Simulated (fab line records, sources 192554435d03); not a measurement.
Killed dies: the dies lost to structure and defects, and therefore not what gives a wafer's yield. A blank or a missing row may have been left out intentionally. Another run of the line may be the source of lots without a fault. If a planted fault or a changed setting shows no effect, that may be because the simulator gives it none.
The tool behind it: which one? || flow n5-finfet || 9 lots, 27 wafers sampled, at 5 steps of a route of 1938

== WHAT THE GAUGES SHOWED, per wafer ==
N5_BEOL_M4_RC_MEAS_101.
{"lot": "L510", "measured": "day 8 07:29", "on": "prober-01", "IOFF_P (nA/um)": "0.24 0.19 0.22"}
{"lot": "L512", "measured": "day 8 13:38", "on": "prober-02", "IOFF_P (nA/um)": "0.23 0.25 0.22"}
{"lot": "L517", "measured": "day 10 04:14", "on": "prober-01", "IOFF_P (nA/um)": "0.36 0.28 0.27"}
{"lot": "L520", "measured": "day 10 22:03", "on": "prober-01", "IOFF_P (nA/um)": "0.28 0.32 0.29"}
{"lot": "L523", "measured": "day 12 14:43", "on": "prober-01", "IOFF_P (nA/um)": "0.16 0.18 0.17"}
{"lot": "L529", "measured": "day 13 17:14", "on": "prober-02", "IOFF_P (nA/um)": "0.27 0.20 0.20"}
{"lot": "L530", "measured": "day 13 06:59", "on": "prober-02", "IOFF_P (nA/um)": "0.15 0.27 0.19"}
{"lot": "L531", "measured": "day 14 11:01", "on": "prober-02", "IOFF_P (nA/um)": "0.17 0.20 0.19"}
{"lot": "L532", "measured": "day 15 03:51", "on": "prober-02", "IOFF_P (nA/um)": "0.25 0.22 0.20"}

== WHAT TOOL EACH LOT RAN ON (gives the tool, then ch and the chambers of the sampled wafers, and finally the start) ==
{"lot": "L510", "N5_WELL_APT_DESCUM_30": "rie-diel-02 ch 0,2,3, day 1 21:14", "N5_PMOS_HMC_CHANNEL_EPI_EPI_20": "epi-rpcvd-02 ch 0, day 2 00:15", "N5_FIN_SAQP_DENSIFY_62": "rtp-anneal-02 ch 0, day 2 03:05", "N5_FIN_SAQP_PECVD_48": "pecvd-04 ch 0,1, day 2 03:29"}
{"lot": "L512", "N5_WELL_APT_DESCUM_30": "rie-diel-06 ch 2,3, day 2 08:56", "N5_PMOS_HMC_CHANNEL_EPI_EPI_20": "epi-rpcvd-04 ch 0, day 2 11:49", "N5_FIN_SAQP_DENSIFY_62": "rtp-anneal-01 ch 0, day 2 15:02", "N5_FIN_SAQP_PECVD_48": "pecvd-03 ch 0,1,2, day 2 15:24"}
{"lot": "L517", "N5_WELL_APT_DESCUM_30": "rie-diel-02 ch 0,2, day 3 15:47", "N5_PMOS_HMC_CHANNEL_EPI_EPI_20": "epi-rpcvd-02 ch 0, day 3 19:03", "N5_FIN_SAQP_DENSIFY_62": "rtp-anneal-02 ch 0, day 3 21:35", "N5_FIN_SAQP_PECVD_48": "pecvd-04 ch 1,2, day 3 21:58"}
{"lot": "L520", "N5_WELL_APT_DESCUM_30": "rie-diel-06 ch 0,2,3, day 4 09:12", "N5_PMOS_HMC_CHANNEL_EPI_EPI_20": "epi-rpcvd-02 ch 0, day 4 12:13", "N5_FIN_SAQP_DENSIFY_62": "rtp-anneal-01 ch 0, day 4 15:42", "N5_FIN_SAQP_PECVD_48": "pecvd-04 ch 0,1,2, day 4 16:04"}
{"lot": "L523", "N5_WELL_APT_DESCUM_30": "rie-diel-06 ch 0,2, day 5 04:23", "N5_PMOS_HMC_CHANNEL_EPI_EPI_20": "epi-rpcvd-04 ch 0, day 5 07:06", "N5_FIN_SAQP_DENSIFY_62": "rtp-anneal-02 ch 0, day 5 10:04", "N5_FIN_SAQP_PECVD_48": "pecvd-03 ch 0,1, day 5 10:26"}
{"lot": "L529", "N5_WELL_APT_DESCUM_30": "rie-diel-06 ch 0,1, day 6 16:09", "N5_PMOS_HMC_CHANNEL_EPI_EPI_20": "epi-rpcvd-04 ch 0, day 6 20:10", "N5_FIN_SAQP_DENSIFY_62": "rtp-anneal-01 ch 0, day 6 22:32", "N5_FIN_SAQP_PECVD_48": "pecvd-02 ch 0,1,2, day 6 22:53"}
{"lot": "L530", "N5_WELL_APT_DESCUM_30": "rie-diel-02 ch 1,3, day 6 22:06", "N5_PMOS_HMC_CHANNEL_EPI_EPI_20": "epi-rpcvd-03 ch 0, day 7 01:10", "N5_FIN_SAQP_DENSIFY_62": "rtp-anneal-02 ch 0, day 7 03:58", "N5_FIN_SAQP_PECVD_48": "pecvd-04 ch 0,1,2, day 7 04:19"}
{"lot": "L531", "N5_WELL_APT_DESCUM_30": "rie-diel-01 ch 0,2,3, day 7 02:50", "N5_PMOS_HMC_CHANNEL_EPI_EPI_20": "epi-rpcvd-03 ch 0, day 7 06:25", "N5_FIN_SAQP_DENSIFY_62": "rtp-anneal-02 ch 0, day 7 10:22", "N5_FIN_SAQP_PECVD_48": "pecvd-03 ch 0,1,2, day 7 10:43"}
{"lot": "L532", "N5_WELL_APT_DESCUM_30": "rie-diel-02 ch 0,1, day 7 09:10", "N5_PMOS_HMC_CHANNEL_EPI_EPI_20": "epi-rpcvd-02 ch 0, day 7 12:10", "N5_FIN_SAQP_DENSIFY_62": "rtp-anneal-02 ch 0, day 7 15:09", "N5_FIN_SAQP_PECVD_48": "pecvd-02 ch 1,2, day 7 15:32"}
- N5_WELL_APT_DESCUM_30: chemistry O2, time 7.9 s.
- N5_PMOS_HMC_CHANNEL_EPI_EPI_20: deposits SiGe30, target thk 59 nm.
- N5_FIN_SAQP_DENSIFY_62: time 60 s.
- N5_FIN_SAQP_PECVD_48: deposits SiNx from SiH4/NH3/N2, target thk 25 nm, time 22.1 s.

== THE ANSWER, worked out from the rows above alone ==
Rule: the usual values come from the lots themselves. The widest of any qualifying gaps counts: lots, ordered by their means at a reading, are off when they make up no more than a third of the lots, leave a main group of 4 or more, and stand apart from it by 3 or more times the standard deviation of that group's means. The tables above print the reading to a certain number of digits; a main group whose means all agree to those digits is not used. Also off: a lot with no number at a reading for which 4 or more lots have one. The other lots that the step has rows for count as sound.
Off: L517, L520, seen at N5_BEOL_M4_RC_MEAS_101 (IOFF_P). Mean 0.21 nA/um and standard deviation 0.021 in the main group.
A tool fits if, at a process step before that reading, it ran every lot that is off, and no sound lot after the first of them. Gauges at N5_BEOL_M4_RC_MEAS_101: tried the same way as those tools. No candidate that was tried fits.

== WHAT HAD BEEN PUT IN BY THE SIMULATOR ==
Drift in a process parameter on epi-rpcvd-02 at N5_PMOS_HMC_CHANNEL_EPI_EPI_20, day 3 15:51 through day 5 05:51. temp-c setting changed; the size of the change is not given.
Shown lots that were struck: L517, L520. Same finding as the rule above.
